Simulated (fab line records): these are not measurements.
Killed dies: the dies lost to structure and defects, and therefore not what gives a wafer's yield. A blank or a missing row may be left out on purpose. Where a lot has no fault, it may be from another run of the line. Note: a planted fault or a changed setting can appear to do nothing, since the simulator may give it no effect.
A struck lot beside a sound one + flow n5_finfet + 41 steps out of a route of 1938
Sound: wafers L644.2, L644.5, L644.6. Struck: wafers L660.4, L660.6. (L660.1 of the same lot was not struck and is left out.) The cause comes at the end.
At each step with rows: each side's tool, then ch and its chambers, then its first start. Under that, the readings that differ: sound wafers + struck wafers + difference of the means + sigmas: that difference in standard deviations of wafers without a fault.
alike: readings with means less than 2 such deviations apart, plus words and numbers identical on both sides. not compared: withheld readings, readings lacking a value on some wafer, bounds such as >300 that could conceal the same value, and numbers that have no deviation in the record and whose values overlap.
Wherever a step has rows on one side only, a row that says differs or no value, or a row with sigmas, the two part there. Numbers that don't overlap but have no deviation are shown without sigmas and don't part them. Lack of a reading on every wafer of one side parts them only where that side has two or more wafers.

first, 3 steps without rows for these wafers: N5_BEOL_M6_TRENCH_ETCH_37 (etches SiCOH lowk in C4F6/O2, target depth 94.435 nm, time 31.5 s); N5_BEOL_M6_ETCH_41 (etches SiCN in CH3F/O2, target depth 29.7 nm, time 52 s); N5_BEOL_M6_STRIP_80 (strips in N2/H2, time 10 s).
N5_BEOL_M6_OCD_MEAS_38:
  struck on ocd-02, day 12 12:44; sound on ocd-02, day 9 02:43
  alike: trench_depth_nm
then, 4 steps without rows for these wafers: N5_BEOL_M6_HM_STRIP_39 (strips TiN in peroxide tin strip, target depth 25 nm, time 158 s); N5_BEOL_M6_SRD_40 (time 30 s); N5_BEOL_M6_PRECLEAN_42 (cleans in residue remover, time 60 s); N5_BEOL_M6_SRD_43 (time 30 s).
N5_BEOL_M6_CD_MEAS_35: target cd 40 nm, target cd y 28 nm.
  struck on cd_sem-03, day 12 12:54; sound on cd_sem-03, day 9 02:53
| reading    | sound          | struck    | difference | sigmas |
|------------|----------------|-----------|------------|--------|
| cd_nm (nm) | 40.6 40.3 40.7 | 39.1 39.1 | -1.4       | -2     |
then, 3 steps without rows for these wafers: N5_BEOL_M6_CURE_75 (cures SiCOH lowk, time 120 s); N5_BEOL_M6_DEGAS_44 (time 60 s); N5_BEOL_M6_PRE_CLEAN_45 (time 30 s).
N5_BEOL_M6_ALD_77: deposits TaN, target thk 2 nm, pulse time 2 s, purge time 3 s.
  sound on ald_metal-02 ch 1,2, day 9 03:54; struck on ald_metal-02 ch 3, day 12 14:04
  alike: heater_power_w
  not compared: since_wet_clean_h
N5_BEOL_M6_SURFACE_TREAT_79:
  struck on pvd_sputter-02, day 12 14:34; sound on pvd_sputter-02, day 9 04:17
  not compared: throttle_valve_pct
then, 1 step without rows for these wafers: N5_BEOL_M6_CVD_78 (deposits Co from CCTBA/H2, target thk 2 nm, time 142.3 s).
N5_BEOL_M6_SPUTTER_48: material Cu, target thk 10 nm, time 1.667 s.
  struck on pvd_sputter-02, day 12 14:56; sound on pvd_sputter-02, day 9 04:28
  alike: cathode_dc_power_W, throttle_valve_pct
then, 3 steps without rows for these wafers: N5_BEOL_M6_ECD_50 (material Cu, target thk 300 nm); N5_BEOL_M6_ANNEAL_51 (time 90 s); N5_BEOL_M6_CMP_52 (polishes, stops on SiCOH lowk, t overpolish 6.9 s, target thk 80 nm).
N5_BEOL_M6_THK_MEAS_53: measures by xrf.
  struck on film_metro-01, day 12 16:47; sound on film_metro-02, day 9 05:25
  alike: M6_THK
then, 1 step without rows for these wafers: N5_BEOL_M6_PRE_CLEAN_55 (time 15 s).
N5_BEOL_M6_DEP_56: deposits SiCN from 3MS/NH3, target thk 10 nm, time 17.5 s.
  sound on pecvd-04 ch 0,1,2, day 9 05:28; struck on pecvd-03 ch 0,1, day 12 16:50
  alike: rf_fwd_power_W, showerhead_plenum_p_Torr, throttle_valve_pct
  not compared: since_wet_clean_h
N5_BEOL_M6_RS_MEAS_57: measures by four-point-probe.
  struck on film_metro-01, day 12 16:55; sound on film_metro-02, day 9 05:32
  alike: M6_RS
then, 2 steps without rows for these wafers: N5_BEOL_M7_ILD_DEP_00 (deposits SiCOH lowk from DEMS/porogen, target thk 179.75 nm, time 33.4 s); N5_BEOL_M7_CURE_74 (cures SiCOH lowk, time 240 s).
N5_BEOL_M7_THK_MEAS_01:
  struck on film_metro-01, day 12 18:03; sound on film_metro-01, day 9 06:18
  alike: M7_ILD_THK
N5_BEOL_M7_PECVD_70: deposits SiO2 from TEOS/O2, target thk 20 nm, time 22.7 s.
  sound on pecvd-03 ch 0,2, day 9 06:20; struck on pecvd-03 ch 0,1, day 12 18:05
  alike: heater_power_w, rf_fwd_power_W, showerhead_plenum_p_Torr, throttle_valve_pct
  not compared: since_wet_clean_h
then, 9 steps without rows for these wafers: N5_BEOL_M7_HM_DEP_02 (deposits TiN, target thk 20 nm); N5_BEOL_M7_COAT_59 (time 60 s, resist thk 100 nm); N5_BEOL_M7_COAT_60 (time 60 s, resist thk 35 nm); N5_BEOL_M7_COAT_05 (resist thk 90 nm); N5_BEOL_M7_EBR_07; N5_BEOL_M7_SOFTBAKE_06 (time 60 s); N5_BEOL_M7_EXPOSE_08 (exposes mask M7); N5_BEOL_M7_PEB_09 (peb time 60 s); N5_BEOL_M7_DEVELOP_10 (develop time 30 s).
N5_BEOL_M7_CD_MEAS_11: the cd target is 38.5 nm.
  sound on cd_sem-01 ch 0, day 9 07:46; struck on cd_sem-01 ch 0, day 12 19:16
  alike: cd_nm
N5_BEOL_M7_OVL_MEAS_12:
  sound on overlay-02 ch 0, day 9 07:47; struck on overlay-02 ch 0, day 12 19:18
  alike: M7_OVL
N5_BEOL_M7_DESCUM_16: chemistry O2, time 7.9 s.
  sound on rie_diel-03 ch 2,3, day 9 07:51; struck on rie_diel-01 ch 0,2, day 12 19:22
  alike: drypump_motor_current_A, oes_product_au, rf_fwd_power_W, rf_vpp_V, showerhead_plenum_p_Torr, throttle_valve_pct
  not compared: rf_hours_counter_h
then, 1 step without rows for these wafers: N5_BEOL_M7_ETCH_61 (etches SiARC in CF4, target depth 45.5 nm, time 75.8 s).
-- record jumps: 4 days separate the struck wafers' starts on either side; left off in module BEOL_M7, taken up again in module PASSIVATION, whose first shown step is the route's number 1936 --
N5_PASSIVATION_PROBE_49:
  record: rows for the struck wafers here (prober-01, day 16 07:28), none for the sound ones

== WHERE THEY PART ==
At N5_BEOL_M6_CD_MEAS_35 first; at N5_PASSIVATION_PROBE_49 last (within this record only).

WHY: what the simulator had put in
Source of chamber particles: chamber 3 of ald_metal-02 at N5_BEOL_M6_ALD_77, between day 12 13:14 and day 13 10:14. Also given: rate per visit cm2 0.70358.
